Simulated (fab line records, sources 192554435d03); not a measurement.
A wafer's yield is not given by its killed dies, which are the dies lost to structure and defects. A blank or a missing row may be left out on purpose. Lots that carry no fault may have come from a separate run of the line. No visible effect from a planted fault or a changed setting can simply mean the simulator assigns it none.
What tool caused it? ; flow n5Finfet ; 10 lots, 28 wafers sampled, at 3 steps of a route of 1938

== WHAT EACH GAUGE READ, for each wafer ==
N5_BEOL_M4_RC_MEAS_101.
lot;measured;on;SS_N (mV/dec)
L933;day 9 01:53;prober-02;72.1 71.0 71.8
L934;day 9 06:52;prober-01;71.1 70.9 71.8
L938;day 11 01:22;prober-01;72.5 76.1
L941;day 12 13:32;prober-02;71.9 81.3
L947;day 13 17:46;prober-01;71.4 72.0 72.0
L949;day 14 10:49;prober-01;70.9 71.3 72.0
L951;day 14 19:54;prober-01;71.4 72.2 72.4
L952;day 14 10:26;prober-02;71.3 72.6 71.9
L953;day 14 13:58;prober-02;72.8 71.7 72.1
L955;day 16 01:31;prober-01;71.2 70.9 71.4

== EACH LOT AND THE TOOL THAT RAN IT (in order: tool; ch and the chambers of the sampled wafers; start) ==
lot;N5_STI_FIN_REVEAL_ALD_00;N5_STI_FIN_REVEAL_RECESS_09
L933;aldSin-02 ch 0,1,3, day 2 12:17;vaporEtch-01 ch 0,1, day 2 18:10
L934;aldSin-03 ch 0,1,3, day 2 18:09;vaporEtch-02 ch 0,1, day 3 01:14
L938;aldSin-02 ch 2,3, day 3 16:12;vaporEtch-01 ch 1, day 3 22:17
L941;aldSin-03 ch 0,2, day 4 10:50;vaporEtch-01 ch 0,1, day 4 17:43
L947;aldSin-03 ch 1,3, day 5 22:34;vaporEtch-02 ch 0,1, day 6 04:26
L949;aldSin-02 ch 0,2, day 6 10:25;vaporEtch-02 ch 0,1, day 6 16:23
L951;aldSin-01 ch 0,2,3, day 6 22:36;vaporEtch-02 ch 0,1, day 7 04:32
L952;aldSin-01 ch 0,1,3, day 7 04:54;vaporEtch-01 ch 0,1, day 7 10:47
L953;aldSin-02 ch 0,2,3, day 7 11:17;vaporEtch-01 ch 0,1, day 7 17:12
L955;aldSin-03 ch 0,2,3, day 8 01:05;vaporEtch-01 ch 0,1, day 8 06:57
- N5_STI_FIN_REVEAL_ALD_00: deposits SiO2, target thk 1 nm, pulse time 1 s.
- N5_STI_FIN_REVEAL_RECESS_09: chemistry HF/NH3, target SiO2, afs cycles 11, target depth 42.5 nm, sublimation time 60 s.

== THE ANSWER, worked out from the rows above alone ==
Rule: the lots themselves supply what counts as usual. The widest of any qualifying gaps counts: lots, ordered by their means at a reading, are off when they make up no more than a third of the lots, leave a main group of 4 or more, and stand apart from it by 3 or more times the standard deviation of that group's means. A main group whose means are all the same, to the digits that the tables above print for the reading, isn't used. Also off: a lot with no number at a reading for which 4 or more lots have one. Where the step has rows for the other lots, those lots are counted as sound.
Off: L938, L941, seen at N5_BEOL_M4_RC_MEAS_101 (SS_N). The main group: mean 71.7 mV/dec, standard deviation 0.35.
A tool fits if, at a process step before that reading, it ran every lot that is off, and no sound lot after the first of them. Those tools and the gauges at N5_BEOL_M4_RC_MEAS_101 are tried in the same way. None of those tried fits.

== WHAT THE SIMULATOR HAD INSERTED ==
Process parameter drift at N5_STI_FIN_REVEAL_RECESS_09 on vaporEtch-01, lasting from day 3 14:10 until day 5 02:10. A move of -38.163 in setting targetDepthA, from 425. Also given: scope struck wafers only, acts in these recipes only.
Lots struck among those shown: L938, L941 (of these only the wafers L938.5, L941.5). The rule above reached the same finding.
